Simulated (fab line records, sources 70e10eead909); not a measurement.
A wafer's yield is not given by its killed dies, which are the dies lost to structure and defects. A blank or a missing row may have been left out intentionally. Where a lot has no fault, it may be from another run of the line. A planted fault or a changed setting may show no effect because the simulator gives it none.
Chamber matching | flow nand harc | 4 sister chambers for NHARC_P_M1_ETCH_35 on rie diel-03
The step etches the open film in N2/H2, target depth 40 nm, overetch 12 nm, time 43.94 s. 4 wafers are shown with their chamber, then 12 later ones without.

EACH WAFER AND ITS CHAMBER
wafer  | chamber | showerhead plenum p Torr (Torr)
L088.3 | 0       | 1.89
L089.2 | 2       | 1.98
L089.3 | 3       | 2.09
L089.4 | 1       | 2.18

WAFERS WITHOUT THEIR CHAMBER
wafer  | showerhead plenum p Torr (Torr)
L092.3 | 2.18
L092.4 | 1.97
L092.5 | 2.09
L093.1 | 1.97
L093.5 | 2.09
L093.6 | 1.97
L095.1 | 1.89
L095.4 | 2.18
L095.5 | 1.89
L097.1 | 2.09
L097.3 | 2.18
L097.5 | 1.89

WHICH CHAMBER EACH WENT THROUGH
wafer  | from the rows above | in truth
L092.3 | 1                   | 1
L092.4 | 2                   | 2
L092.5 | 3                   | 3
L093.1 | 2                   | 2
L093.5 | 3                   | 3
L093.6 | 2                   | 2
L095.1 | 0                   | 0
L095.4 | 1                   | 1
L095.5 | 0                   | 0
L097.1 | 3                   | 3
L097.3 | 1                   | 1
L097.5 | 0                   | 0
Correct placement for 12 of the 12. Can't be placed from these rows: 0. Number placed wrongly: 0.
How it was worked out, from the rows above alone: a wafer's distance from a chamber is the root of the sum, over the readings, of the square of ((its reading less the chamber's mean) divided by the reading's scatter). The wafer belongs to the nearest chamber; if the next one is less than 2 further off, it can't be placed. A chamber's mean is the mean of its shown wafers. The scatter: root of mean squared gap, hidden wafer to nearest shown wafer, with one shown wafer a chamber.
